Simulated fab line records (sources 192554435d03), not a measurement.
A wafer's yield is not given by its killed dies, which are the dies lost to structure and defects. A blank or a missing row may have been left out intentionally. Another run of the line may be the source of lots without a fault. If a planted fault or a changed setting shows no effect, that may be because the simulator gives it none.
fab line records	flow n5-finfet
record lots=9	wafers=24	last-day=17
route steps=1938 shown FIN_SAQP@113 BEOL_M4@1111 PASSIVATION@1936
lots with no fault: from the same line, run without faults
start-h: start of the lot's first displayed wafer, in hours after the record's first day	wait-h: hours since the lot's step before	" same as the row above	L1.1+2: one row covering several wafers at once	- either no value or no given start	* or withheld: withheld	< > ~ a bound
route shown NAME@n: NAME is a module with steps in the file, n the number in the route of the first one	usual: average and standard deviation across the fault-free wafers	same: alike in all rows	chamber/n: place in a boat	sites: per-site readings	_std_site: their standard deviation	_edge_site: outer sites' mean less inner sites'	radius-mm: how far each site lies from the wafer's centre	mask NAME#n: copy n	behind: the tool/chamber that last shaped the wafer	hold: reason for holding the lot/hours on hold/outcome of the hold	device: which transistor (n, p or np) failed to switch	end of line: tests run on the same wafers once the route is complete	where a step has no rows: the recipe by itself	killed: at the first sort, the dies lost to defects and structure; wafer yield is something else	map: dies across one wafer; x = killed, . = not, _ = none there
set.NAME: setting as actually run; set.NAME@STEP: the setting as run at that earlier step	model.NAME: the simulator's own value behind a step, which no gauge read
route steps across a sampled set of lots; one table per step, one row per wafer
services: a tool's chamber out of use, with start hour (start-h, from the record's first day; less than 0 if before it), hours out, and reason
## steps
# step N5_FIN_SAQP_INSPECT_18
# recipe mode=adi	inspect-instrument=brightfield
# usual raw-defect-count=437/110
lot.wafer	tool	chamber	start-h	wait-h	raw-defect-count
L351.3	defect-inspect-02	-	21.61	0.0	377
L351.5	"	-	"	"	405
L354.1	defect-inspect-02	-	39.88	0.0	355
L354.4	"	-	"	"	352
L354.5	"	-	"	"	762
L357.2	defect-inspect-01	-	59.20	0.0	436
L357.3	"	-	"	"	478
L357.6	"	-	"	"	503
L358.2	defect-inspect-01	-	66.37	0.0	553
L358.3	"	-	"	"	410
L358.5	"	-	"	"	234
L360.2	defect-inspect-02	-	78.82	0.0	584
L360.4	"	-	"	"	423
L360.6	"	-	"	"	575
L369.3	defect-inspect-02	-	131.77	0.0	352
L369.4	"	-	"	"	331
L369.5	"	-	"	"	261
L371.1	defect-inspect-01	-	143.29	0.0	413
L371.4	"	-	"	"	377
L372.2	defect-inspect-02	-	148.99	0.0	268
L372.5	"	-	"	"	680
L373.2	defect-inspect-02	-	155.46	0.0	263
L373.3	"	-	"	"	296
L373.5	"	-	"	"	338
# step N5_FIN_SAQP_SPACER1_ALD_24
# recipe material=SiO2	target-thk-a=203	temp-c=300	ald-precursor-family=BDEAS	ald-co-reactant=O2-plasma	pulse-time-s=1	purge-time-s=2	co-reactant-purge-time-s=2	ald-cycles=218	pressure-torr=2
# usual heater-power-w=495/59	precursor-pulse-height-rel=1.004/0.02	susceptor-temp-C=300.00/0.18
lot.wafer	tool	chamber	start-h	wait-h	heater-power-w	precursor-pulse-height-rel	susceptor-temp-C
L351.3	ald-sin-03	3	22.81	0.1	549	1.022	300.01
L351.5	"	1	"	"	457	1.010	299.79
L354.1	ald-sin-01	2	41.17	0.3	446	1.015	299.83
L354.4	"	1	"	"	550	1.017	299.66
L354.5	"	1	"	"	544	1.006	299.73
L357.2	ald-sin-03	2	60.75	0.4	442	0.989	300.19
L357.3	"	1	"	"	448	1.007	300.37
L357.6	"	2	"	"	442	1.011	300.28
L358.2	ald-sin-01	2	68.47	0.6	425	0.987	290.82
L358.3	"	3	"	"	506	0.977	290.60
L358.5	"	2	"	"	428	1.003	290.98
L360.2	ald-sin-01	1	80.73	1.0	502	1.007	290.86
L360.4	"	2	"	"	429	0.999	291.03
L360.6	"	0	"	"	570	0.965	290.83
L369.3	ald-sin-03	1	132.97	0.1	468	0.988	299.98
L369.4	"	2	"	"	430	0.988	299.87
L369.5	"	3	"	"	534	1.020	299.94
L371.1	ald-sin-01	2	145.04	0.3	461	1.030	300.09
L371.4	"	1	"	"	568	1.005	300.04
L372.2	ald-sin-02	2	150.15	0.3	459	1.013	300.02
L372.5	"	0	"	"	403	1.001	300.32
L373.2	ald-sin-01	1	157.38	0.9	558	0.989	299.84
L373.3	"	0	"	"	620	0.937	299.69
L373.5	"	3	"	"	547	0.975	299.78
# step N5_FIN_SAQP_SPACER1_ETCHBACK_25
# recipe chemistry=CHF3/O2	mode=anisotropic-etchback	target=SiO2	target-depth-a=244	time-s=12.2	pressure-mtorr=30	source-w=650	bias-w=170	Ar_flow_sccm=200	CHF3_flow_sccm=50	O2_flow_sccm=5	ion-energy-ev=200
# usual chamber-pressure-mTorr=30.003/0.027	drypump-motor-current-A=5.67/0.24	mfc-ar-sccm=199.9/0.58	oes_ar_750_au=0.80/0.098	oes-product-au=0.80/0.1	rf-vpp-V=521/11	showerhead-plenum-p-Torr=2.38/0.08	throttle-valve-pct=18.82/0.18
lot.wafer	tool	chamber	start-h	wait-h	chamber-pressure-mTorr	drypump-motor-current-A	mfc-ar-sccm	oes_ar_750_au	oes-product-au	rf-hours-counter-h	rf-vpp-V	showerhead-plenum-p-Torr	throttle-valve-pct
L351.3	rie-diel-02	2	23.52	0.4	29.984	5.34	199.7	0.69	0.71	220	520	2.35	18.68
L351.5	"	1	"	"	29.971	5.57	199.8	0.72	0.71	-	505	2.29	18.92
L354.1	rie-diel-02	1	41.89	0.4	30.055	5.57	199.7	0.71	0.71	225	506	2.29	18.95
L354.4	"	0	"	"	30.022	5.97	200.1	0.92	0.94	16	538	2.46	18.83
L354.5	"	0	"	"	29.973	5.96	199.9	0.92	0.95	-	539	2.46	18.82
L357.2	rie-diel-02	2	61.52	0.4	30.041	5.35	199.0	0.69	0.70	236	521	2.34	18.69
L357.3	"	0	"	"	30.020	5.98	200.2	0.90	0.94	23	538	2.45	18.83
L357.6	"	2	"	"	29.965	5.34	200.0	0.68	0.69	-	520	2.34	18.71
L358.2	rie-diel-01	3	69.22	0.4	29.987	5.51	199.3	0.71	0.69	213	519	2.29	18.75
L358.3	"	0	"	"	29.970	5.68	200.0	0.95	0.92	16	523	2.36	18.83
L358.5	"	2	"	"	29.963	5.85	199.9	0.82	0.79	-	511	2.35	18.69
L360.2	rie-diel-01	0	81.70	0.6	29.989	5.72	200.0	0.93	0.91	22	522	2.36	18.84
L360.4	"	1	"	"	30.021	5.54	200.2	0.70	0.69	226	524	2.45	18.91
L360.6	"	3	"	"	29.972	5.51	198.8	0.70	0.69	-	518	2.29	18.77
L369.3	rie-diel-01	1	133.80	0.5	30.020	5.52	200.3	0.68	0.67	242	526	2.45	18.93
L369.4	"	3	"	"	30.027	5.53	199.7	0.69	0.68	235	516	2.28	18.78
L369.5	"	0	"	"	30.010	5.70	199.1	0.90	0.88	-	522	2.36	18.87
L371.1	rie-diel-06	0	145.76	0.4	30.008	5.70	200.5	0.75	0.74	152	502	2.30	19.16
L371.4	"	3	"	"	30.017	5.28	199.6	0.85	0.85	55	551	2.38	19.30
L372.2	rie-diel-02	1	150.87	0.4	30.032	5.63	199.3	0.95	0.97	6	515	2.57	18.55
L372.5	"	2	"	"	30.045	5.35	199.4	0.92	0.91	-	521	2.33	18.29
L373.2	rie-diel-06	3	158.09	0.4	29.956	5.26	200.0	0.85	0.86	59	551	2.38	19.31
L373.3	"	1	"	"	30.016	5.97	200.6	0.92	0.92	43	518	2.56	18.60
L373.5	"	1	"	"	29.963	5.98	200.2	0.91	0.91	-	519	2.56	18.58
# step N5_FIN_SAQP_CD_MEAS_27
# recipe target-cd-nm=20	landing-energy-ev=1000	detector=se-inlens	polarity=line
# usual cd-nm=20.35/0.24
lot.wafer	tool	chamber	start-h	wait-h	cd-nm
L351.3	cd-sem-02	0	23.73	0.1	20.34
L351.5	"	0	"	"	20.39
L354.1	cd-sem-01	0	42.08	0.1	20.37
L354.4	"	0	"	"	20.19
L354.5	"	0	"	"	20.52
L357.2	cd-sem-03	0	61.72	0.1	20.73
L357.3	"	0	"	"	21.03
L357.6	"	0	"	"	20.32
L358.2	cd-sem-03	0	69.42	0.1	20.99
L358.3	"	0	"	"	20.89
L358.5	"	0	"	"	21.41
L360.2	cd-sem-02	0	81.90	0.1	20.85
L360.4	"	0	"	"	21.22
L360.6	"	0	"	"	21.05
L369.3	cd-sem-03	0	134.01	0.1	20.04
L369.4	"	0	"	"	19.81
L369.5	"	0	"	"	20.29
L371.1	cd-sem-02	0	145.96	0.1	20.79
L371.4	"	0	"	"	20.07
L372.2	cd-sem-03	0	151.07	0.1	20.34
L372.5	"	0	"	"	19.94
L373.2	cd-sem-03	0	158.29	0.1	20.37
L373.3	"	0	"	"	20.33
L373.5	"	0	"	"	20.53
# step N5_FIN_SAQP_ETCH_57
# recipe chemistry=CH3F/O2	target=SiNx	mask-material=SiO2	target-depth-a=325	time-s=46.4	pressure-mtorr=30	source-w=395	bias-w=73	Ar_flow_sccm=150	CH3F_flow_sccm=30	O2_flow_sccm=20	ion-energy-ev=120	ends=cleared
# usual chamber-pressure-mTorr=29.999/0.028	drypump-motor-current-A=5.67/0.27	etch-rf-on-time-s=45.8/1.5	mfc-ar-sccm=150.0/0.44	oes_ar_750_au=0.79/0.091	oes-product-au=0.67/0.083	rf-vpp-V=296/6.4	showerhead-plenum-p-Torr=1.97/0.066	throttle-valve-pct=16.26/0.16
lot.wafer	tool	chamber	start-h	wait-h	chamber-pressure-mTorr	drypump-motor-current-A	etch-rf-on-time-s	mfc-ar-sccm	oes_ar_750_au	oes-product-au	rf-hours-counter-h	rf-vpp-V	showerhead-plenum-p-Torr	throttle-valve-pct
L351.3	rie-diel-01	1	23.77	0.0	30.029	5.50	46.3	149.9	0.72	0.61	197	299	2.05	16.31
L351.5	"	2	"	"	30.001	5.85	47.8	150.3	0.83	0.70	-	293	1.96	16.13
L354.1	rie-diel-02	1	42.13	0.0	30.007	5.57	46.8	150.0	0.71	0.60	225	287	1.89	16.41
L354.4	"	0	"	"	29.993	5.97	43.8	150.3	0.92	0.80	16	306	2.04	16.23
L354.5	"	1	"	"	30.004	5.55	47.0	150.0	0.72	0.60	-	287	1.89	16.40
L357.2	rie-diel-02	1	61.85	0.1	30.025	5.51	46.2	150.0	0.70	0.60	235	288	1.89	16.40
L357.3	"	3	"	"	29.978	6.10	45.5	150.1	0.75	0.65	137	298	1.98	16.06
L357.6	"	0	"	"	29.962	5.96	43.1	150.1	0.90	0.80	-	304	2.04	16.24
L358.2	rie-diel-02	0	69.89	0.5	30.015	5.97	44.6	149.5	0.89	0.79	27	304	2.03	16.23
L358.3	"	3	"	"	29.972	6.12	45.8	151.1	0.75	0.65	141	296	1.98	16.08
L358.5	"	2	"	"	29.945	5.37	47.2	149.7	0.68	0.59	-	296	1.95	16.26
L360.2	rie-diel-02	1	81.94	0.0	29.974	5.55	45.7	149.8	0.71	0.59	242	287	1.89	16.43
L360.4	"	0	"	"	30.050	5.96	43.5	149.4	0.89	0.79	34	304	2.03	16.24
L360.6	"	2	"	"	29.978	5.35	46.1	149.9	0.68	0.58	-	296	1.94	16.28
L369.3	rie-diel-01	1	134.12	0.1	30.034	5.52	47.6	149.1	0.69	0.58	242	298	2.03	16.41
L369.4	"	3	"	"	29.932	5.52	45.8	150.5	0.70	0.58	235	295	1.89	16.27
L369.5	"	0	"	"	29.992	5.73	44.4	149.6	0.89	0.76	-	297	1.96	16.32
L371.1	rie-diel-06	0	146.01	0.0	30.038	5.72	45.3	151.9	0.74	0.63	152	286	1.90	16.58
L371.4	"	1	"	"	30.044	5.97	45.3	150.3	0.91	0.77	40	294	2.14	16.05
L372.2	rie-diel-02	0	151.12	0.0	29.981	5.95	43.2	150.8	0.84	0.74	62	304	2.02	16.32
L372.5	"	1	"	"	29.992	5.61	45.6	149.9	0.96	0.82	-	291	2.13	15.93
L373.2	rie-diel-01	2	158.55	0.3	30.015	5.84	46.9	150.6	0.78	0.66	121	292	1.95	16.21
L373.3	"	3	"	"	30.016	5.50	46.5	149.3	0.69	0.58	244	293	1.89	16.30
L373.5	"	3	"	"	29.989	5.49	46.3	150.2	0.69	0.58	-	293	1.89	16.31
# step N5_BEOL_M4_RC_MEAS_101
# usual DIBL_N=36.2/2.2	DIBL_P=36.1/2.8	IOFF_N=0.16/0.041	IOFF_P=0.21/0.047	ION_N=676/16	ION_P=463/11	SS_N=71.6/0.78	SS_P=73.3/0.86	VT_N=249/3.8	VT_P=-251/3.9
lot.wafer	tool	chamber	start-h	wait-h	DIBL_N[mV/V]	DIBL_P[mV/V]	IOFF_N[nA/um]	IOFF_P[nA/um]	ION_N[uA/um]	ION_P[uA/um]	SS_N[mV/dec]	SS_P[mV/dec]	VT_N[mV]	VT_P[mV]
L351.3	prober-02	0	174.68	0.3	33.8	32.5	0.13	0.16	686	465	70.7	72.0	250	-256
L351.5	"	0	"	"	35.4	34.2	0.16	0.19	688	467	70.9	72.9	248	-251
L354.1	prober-02	0	202.84	0.0	37.1	37.5	0.18	0.23	682	465	72.0	73.7	246	-249
L354.4	"	0	"	"	35.7	34.3	0.16	0.17	668	451	72.5	73.5	251	-252
L354.5	"	0	"	"	35.9	36.3	0.16	0.20	684	465	71.1	73.9	250	-254
L358.2	prober-02	0	211.58	0.2	36.6	36.2	0.16	0.20	669	458	71.7	73.7	254	-252
L358.3	"	0	"	"	32.8	32.1	0.12	0.14	687	467	70.5	72.4	252	-257
L358.5	"	0	"	"	37.7	38.9	0.19	0.23	682	459	72.2	74.6	249	-250
L357.2	prober-02	0	214.68	0.2	38.3	38.3	0.19	0.22	682	461	71.7	73.7	248	-250
L357.3	"	0	"	"	35.8	34.9	0.15	0.19	689	468	71.2	73.6	248	-250
L357.6	"	0	"	"	40.0	39.5	0.22	0.24	701	474	72.4	74.3	244	-249
L360.2	prober-02	0	237.18	0.2	37.7	37.3	0.18	0.23	680	463	72.4	73.0	249	-248
L360.4	"	0	"	"	32.6	31.9	0.10	0.16	664	460	69.9	72.2	255	-253
L360.6	"	0	"	"	39.5	40.4	0.22	0.28	678	464	71.7	74.3	247	-247
L369.3	prober-02	0	296.91	0.3	39.9	38.6	0.23	0.29	683	470	73.2	72.8	245	-242
L369.4	"	0	"	"	32.8	31.0	0.10	0.16	667	463	70.8	71.9	253	-255
L369.5	"	0	"	"	35.3	33.6	0.13	0.20	672	472	71.3	72.5	252	-249
L371.1	prober-01	0	303.48	0.0	36.5	37.7	0.16	0.24	677	474	70.9	74.4	250	-249
L371.4	"	0	"	"	38.7	38.0	0.18	0.24	679	467	71.6	74.2	252	-249
L372.2	prober-01	0	305.86	0.4	37.1	39.2	0.20	0.25	700	481	71.7	74.1	246	-247
L372.5	"	0	"	"	35.2	37.6	0.16	0.22	675	461	71.9	73.6	248	-251
L373.2	prober-02	0	316.46	0.2	33.7	32.3	0.11	0.14	653	450	69.8	71.8	254	-255
L373.3	"	0	"	"	33.2	31.3	0.10	0.14	664	453	70.4	71.6	256	-258
L373.5	"	0	"	"	38.4	37.8	0.18	0.21	669	455	71.6	73.5	249	-254
# step N5_PASSIVATION_PROBE_49
# usual defect-limited-yield=91.4/1.4	killed_at_M0_to_M3=33/10	killed_at_M4_up=14/6.1	killed-at-contacts=14/6.1	killed-at-front-end=38/9.7	killed-at-other=3.1/2.9	killed-dies=102/17	killed-open=67/13	killed-short=32/8	sort_bin_5_function=5.1/0.94	sort_bin_6_memory=3.2/0.68	sort-n-pass=1078/17	sort-yield-pct=91.3/1.5
# same gross-dies=1180	killed-at-back-side=0	sort_bin_4_leakage[%]=0	sort_bin_8_speed[%]=0
lot.wafer	tool	chamber	start-h	wait-h	defect-limited-yield[%]	killed_at_M0_to_M3	killed_at_M4_up	killed-at-contacts	killed-at-front-end	killed-at-other	killed-dies	killed-open	killed-short	sort_bin_5_function[%]	sort_bin_6_memory[%]	sort-n-pass	sort-yield-pct[%]
L351.3	prober-02	-	271.72	0.1	91.7	32	10	17	33	6	98	64	32	5.5	2.7	1082	91.7
L351.5	prober-02	-	271.82	0.2	89.9	46	13	10	44	6	119	80	39	5.9	3.7	1061	89.9
L354.1	prober-02	-	306.65	0.0	91.2	25	29	17	32	1	104	73	29	5.7	2.7	1076	91.2
L354.4	prober-02	-	306.80	0.2	92.5	22	11	23	32	1	89	69	19	4.6	2.8	1091	92.5
L354.5	prober-02	-	306.85	0.2	90.2	40	10	14	50	2	116	81	35	5.3	4.2	1064	90.2
L357.2	prober-02	-	313.47	0.1	88.6	41	13	12	67	1	134	78	54	7.2	3.7	1046	88.6
L357.3	prober-02	-	313.52	0.1	90.9	32	12	12	50	1	107	80	26	5.3	3.6	1073	90.9
L357.6	prober-02	-	313.67	0.3	90.4	38	5	13	55	2	113	73	40	5.1	4.3	1067	90.4
L358.2	prober-01	-	322.88	0.1	93.4	30	13	9	18	8	78	56	20	4.7	1.7	1102	93.4
L358.3	prober-01	-	322.93	0.1	89.3	39	20	13	49	5	126	84	31	5.6	3.9	1054	89.3
L358.5	prober-01	-	323.03	0.2	92.5	21	21	6	39	2	89	67	20	3.9	3.5	1091	92.5
L360.2	prober-02	-	342.07	0.1	91.4	36	10	9	46	1	102	60	40	5.8	2.6	1078	91.4
L360.4	prober-02	-	342.17	0.2	92.8	26	11	14	32	2	85	55	25	4.1	2.9	1095	92.8
L360.6	prober-02	-	342.27	0.3	91.9	28	21	17	27	2	95	62	32	5.4	2.5	1085	91.9
L371.1	prober-01	-	408.18	0.0	93.6	25	12	11	24	4	76	43	31	4.1	2.2	1104	93.6
L371.4	prober-01	-	408.33	0.2	93.0	23	14	11	28	7	83	52	26	3.1	3.1	1097	93.0
L369.3	prober-02	-	408.95	0.1	91.4	30	19	19	31	2	101	60	31	5.1	2.8	1079	91.4
L369.4	prober-02	-	409.00	0.2	93.9	33	7	6	21	5	72	49	22	3.6	2.2	1108	93.9
L369.5	prober-02	-	409.05	0.2	93.1	29	13	11	24	4	81	51	21	3.6	2.7	1099	93.1
L372.2	prober-01	-	415.98	0.1	92.8	24	4	11	40	6	85	48	30	3.9	2.5	1095	92.8
L372.5	prober-01	-	416.13	0.2	91.8	24	20	13	40	0	97	66	30	4.4	3.6	1083	91.8
L373.2	prober-01	-	419.06	0.1	91.4	29	18	11	41	3	102	67	34	5.3	2.8	1078	91.4
L373.3	prober-01	-	419.11	0.1	91.8	42	13	8	34	0	97	62	35	5.0	2.9	1083	91.8
L373.5	prober-01	-	419.21	0.2	91.9	27	16	17	36	0	96	58	38	4.7	3.1	1084	91.9
# killed by level:class
L351.3 MOL_CONTACT_COAG:geometric-particle:open=13 STI_FIN_REVEAL:geometric-particle:open=9 BEOL_M0_SAQP:geometric-particle:short=8 BEOL_M1:geometric-particle:open=6 BEOL_M0_SAQP:geometric-particle:open=5 BEOL_M0:geometric-particle:open=5 ILD0:geometric-particle:short=4 MOL_CONTACT_COAG:geometric-particle:short=4
L351.5 BEOL_M0_SAQP:geometric-particle:open=16 BEOL_M0_SAQP:geometric-particle:short=16 STI_FIN_REVEAL:geometric-particle:open=15 MOL_CONTACT_COAG:geometric-particle:open=10 FIN_SAQP:geometric-particle:open=7 BEOL_M3:geometric-particle:open=7 BEOL_M4:geometric-particle:open=5 BEOL_M2:geometric-particle:open=4
L354.1 BEOL_M4:geometric-particle:open=16 MOL_CONTACT_COAG:geometric-particle:open=14 STI_FIN_REVEAL:geometric-particle:open=9 FIN_SAQP:geometric-particle:open=8 BEOL_M0_SAQP:geometric-particle:short=7 BEOL_M1:geometric-particle:open=6 BEOL_M0_SAQP:geometric-particle:open=5 BEOL_M4:geometric-particle:short=5
L354.4 MOL_CONTACT_COAG:geometric-particle:open=21 STI_FIN_REVEAL:geometric-particle:open=11 BEOL_M3:geometric-particle:open=6 FIN_SAQP:geometric-particle:open=5 BEOL_M0_SAQP:geometric-particle:open=5 BEOL_M4:geometric-particle:open=5 FIN_SAQP:geometric-particle:short=3 GATE_CUT:geometric-particle:short=3
L354.5 STI_FIN_REVEAL:geometric-particle:open=22 BEOL_M1:geometric-particle:open=12 MOL_CONTACT_COAG:geometric-particle:open=11 FIN_SAQP:geometric-particle:short=8 BEOL_M3:geometric-particle:open=8 FIN_SAQP:geometric-particle:open=5 STARTING-WAFER:geometric-particle:short=5 BEOL_M0_SAQP:geometric-particle:short=5
L357.2 FIN_SAQP:geometric-particle:short=25 FIN_SAQP:geometric-particle:open=14 BEOL_M2:geometric-particle:open=13 MOL_CONTACT_COAG:geometric-particle:open=11 BEOL_M3:geometric-particle:open=8 STI_FIN_REVEAL:geometric-particle:open=7 BEOL_M0_SAQP:geometric-particle:short=5 DUMMY_GATE:geometric-particle:open=4
L357.3 STI_FIN_REVEAL:geometric-particle:open=13 FIN_SAQP:geometric-particle:open=12 MOL_CONTACT_COAG:geometric-particle:open=12 FIN_SAQP:geometric-particle:short=10 BEOL_M2:geometric-particle:open=9 BEOL_M0_SAQP:geometric-particle:open=8 BEOL_M4:geometric-particle:open=7 BEOL_M1:geometric-particle:short=4
L357.6 FIN_SAQP:geometric-particle:short=15 FIN_SAQP:geometric-particle:open=14 MOL_CONTACT_COAG:geometric-particle:open=9 BEOL_M3:geometric-particle:open=8 BEOL_M2:geometric-particle:open=7 GATE_CUT:geometric-particle:open=6 BEOL_M1:geometric-particle:short=6 DUMMY_GATE:geometric-particle:open=5
L358.2 STI_FIN_REVEAL:geometric-particle:open=9 BEOL_M2:geometric-particle:open=8 MOL_CONTACT_COAG:geometric-particle:open=6 BEOL_M0_SAQP:geometric-particle:open=6 BEOL_M4:geometric-particle:open=6 MIM_TOP:geometric-particle:open=5 MOL_CONTACT_COAG:geometric-particle:short=3 BEOL_M0_SAQP:geometric-particle:short=3
L358.3 FIN_SAQP:geometric-particle:open=12 MOL_CONTACT_COAG:geometric-particle:open=11 HKMG_FIN:area-etch=10 BEOL_M2:geometric-particle:open=9 FIN_SAQP:geometric-particle:short=8 BEOL_M0_SAQP:geometric-particle:short=6 BEOL_M0:geometric-particle:open=6 BEOL_M3:geometric-particle:open=6
L358.5 STI_FIN_REVEAL:geometric-particle:open=13 BEOL_M4:geometric-particle:open=9 BEOL_M1:geometric-particle:open=7 FIN_SAQP:geometric-particle:short=5 ILD0:geometric-particle:open=5 MOL_CONTACT_COAG:geometric-particle:open=5 FIN_SAQP:geometric-particle:open=4 BEOL_M2:geometric-particle:open=4
L360.2 BEOL_M1:geometric-particle:open=9 GATE_CUT:geometric-particle:short=9 MOL_CONTACT_COAG:geometric-particle:open=8 BEOL_M0_SAQP:geometric-particle:short=8 BEOL_M0_SAQP:geometric-particle:open=8 FIN_SAQP:geometric-particle:open=7 STI_FIN_REVEAL:geometric-particle:open=6 FIN_SAQP:geometric-particle:short=5
L360.4 MOL_CONTACT_COAG:geometric-particle:open=11 BEOL_M0_SAQP:geometric-particle:open=6 BEOL_M1:geometric-particle:open=6 FIN_SAQP:geometric-particle:open=5 STI_FIN_REVEAL:geometric-particle:open=5 STARTING-WAFER:geometric-particle:open=5 GATE_CUT:geometric-particle:short=4 BEOL_M4:geometric-particle:open=4
L360.6 MOL_CONTACT_COAG:geometric-particle:open=11 BEOL_M1:geometric-particle:open=10 BEOL_M4:geometric-particle:open=9 FIN_SAQP:geometric-particle:open=7 BEOL_M4:geometric-particle:short=7 MOL_CONTACT_COAG:geometric-particle:short=6 BEOL_M3:geometric-particle:open=6 BEOL_M0_SAQP:geometric-particle:open=5
L371.1 MOL_CONTACT_COAG:geometric-particle:open=7 BEOL_M0_SAQP:geometric-particle:short=5 ILD0:geometric-particle:short=5 GATE_CUT:geometric-particle:short=5 BEOL_M0_SAQP:geometric-particle:open=5 BEOL_M3:geometric-particle:open=5 MOL_CONTACT_COAG:geometric-particle:short=4 BEOL_M4:geometric-particle:short=4
L371.4 BEOL_M0_SAQP:geometric-particle:open=7 STI_FIN_REVEAL:geometric-particle:open=6 MOL_CONTACT_COAG:geometric-particle:open=6 MOL_CONTACT_COAG:geometric-particle:short=5 BEOL_M0_SAQP:geometric-particle:short=5 BEOL_M2:geometric-particle:open=5 HKMG_FIN:area-etch=5 GATE_CUT:geometric-particle:short=4
L369.3 MOL_CONTACT_COAG:geometric-particle:open=17 BEOL_M4:geometric-particle:open=8 BEOL_M0_SAQP:geometric-particle:short=7 BEOL_M1:geometric-particle:open=7 HKMG_FIN:area-etch=6 BEOL_M0_SAQP:geometric-particle:open=5 BEOL_M3:geometric-particle:open=5 STI_FIN_REVEAL:geometric-particle:open=4
L369.4 BEOL_M1:geometric-particle:open=9 BEOL_M0_SAQP:geometric-particle:short=8 FIN_SAQP:geometric-particle:open=6 BEOL_M3:geometric-particle:open=6 MOL_CONTACT_COAG:geometric-particle:open=5 DUMMY_GATE:geometric-particle:open=4 BEOL_M2:geometric-particle:open=4 BEOL_M5:geometric-particle:open=4
L369.5 BEOL_M2:geometric-particle:open=11 BEOL_M4:geometric-particle:open=7 HKMG_FIN:area-etch=6 MOL_CONTACT_COAG:geometric-particle:open=5 BEOL_M1:geometric-particle:open=5 BEOL_M5:geometric-particle:open=5 FIN_SAQP:geometric-particle:open=4 GATE_CUT:geometric-particle:short=4
L372.2 STI_FIN_REVEAL:geometric-particle:open=16 MOL_CONTACT_COAG:geometric-particle:open=8 BEOL_M0_SAQP:geometric-particle:short=8 HKMG_FIN:area-etch=7 FIN_SAQP:geometric-particle:short=4 BEOL_M2:geometric-particle:open=4 GATE_CUT:geometric-particle:short=3 MOL_CONTACT_COAG:geometric-particle:short=3
L372.5 STI_FIN_REVEAL:geometric-particle:open=16 MOL_CONTACT_COAG:geometric-particle:open=12 BEOL_M4:geometric-particle:open=12 BEOL_M0_SAQP:geometric-particle:short=11 BEOL_M0_SAQP:geometric-particle:open=6 DUMMY_GATE:geometric-particle:open=5 GATE_CUT:geometric-particle:short=5 BEOL_M3:geometric-particle:open=4
L373.2 BEOL_M1:geometric-particle:open=10 FIN_SAQP:geometric-particle:open=9 FIN_SAQP:geometric-particle:short=8 STI_FIN_REVEAL:geometric-particle:open=8 BEOL_M0_SAQP:geometric-particle:open=7 BEOL_M4:geometric-particle:open=7 MOL_CONTACT_COAG:geometric-particle:open=6 GATE_CUT:geometric-particle:short=6
L373.3 BEOL_M2:geometric-particle:open=12 BEOL_M0_SAQP:geometric-particle:short=10 STI_FIN_REVEAL:geometric-particle:open=9 FIN_SAQP:geometric-particle:short=8 MOL_CONTACT_COAG:geometric-particle:open=8 BEOL_M0_SAQP:geometric-particle:open=6 BEOL_M4:geometric-particle:open=6 BEOL_M3:geometric-particle:open=5
L373.5 BEOL_M1:geometric-particle:open=13 MOL_CONTACT_COAG:geometric-particle:open=12 BEOL_M4:geometric-particle:open=12 STI_FIN_REVEAL:geometric-particle:open=9 FIN_SAQP:geometric-particle:short=7 BEOL_M0_SAQP:geometric-particle:short=7 GATE_CUT:geometric-particle:short=5 MOL_CONTACT_COAG:geometric-particle:short=5
## services
tool	chamber	start-h	hours	kind
ald-sin-01	-	2.55	1.3	repair
rie-diel-02	-	9.60	0.6	repair
ald-sin-03	-	14.71	0.7	repair
rie-diel-01	3	29.36	3.0	repair
rie-diel-06	3	30.44	18.3	repair
rie-diel-02	-	35.94	0.7	repair
ald-sin-02	-	40.19	14.6	pm
rie-diel-01	2	43.46	8.9	repair
rie-diel-06	1	43.71	4.5	repair
rie-diel-06	-	47.01	29.9	repair
rie-diel-02	0	54.26	6.2	repair
ald-sin-02	2	61.48	11.1	repair
ald-sin-03	-	68.18	1.6	repair
rie-diel-02	1	73.48	4.4	repair
rie-diel-01	-	76.56	0.5	repair
ald-sin-03	-	85.25	14.0	pm
rie-diel-02	2	91.30	-	clean
rie-diel-02	2	91.30	-	consumable-replace:focus-ring
rie-diel-02	2	91.30	27.5	scheduled-down
rie-diel-02	2	91.30	27.5	vent-cycle
rie-diel-06	0	99.42	8.1	repair
ald-sin-03	0	138.71	6.0	repair
rie-diel-06	-	140.11	2.3	repair
rie-diel-01	0	144.40	8.7	repair
## key
first-sign step=N5_FIN_SAQP_SPACER1_ALD_24	reading=susceptor-temp-C	direction=down	sigmas=51	usual=*	struck=*
effect step=N5_FIN_SAQP_CD_MEAS_27	reading=cd-nm	direction=up	sigmas=3	usual=20.35	struck=21.07
met-at N5_FIN_SAQP_SPACER1_ALD_24
struck-lots L358,L360
baseline-loss step=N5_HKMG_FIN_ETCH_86	wafers=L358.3
not-acting-at N5_FIN_SAQP_INSPECT_18,N5_FIN_SAQP_SPACER1_ETCHBACK_25,N5_FIN_SAQP_ETCH_57
onset-between 41.17 68.47
fault kind=process-parameter-drift	tool=ald-sin-01	chamber=-	onset-h=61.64	steps=N5_FIN_SAQP_SPACER1_ALD_24	channel=temp-c	offset=*	shape=step	end-h=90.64	acts-in=*	stated=*
# baseline-loss: these wafers lose ten dies or more at that step, a loss of the line's own and not of a fault; the sort's usual values leave them out
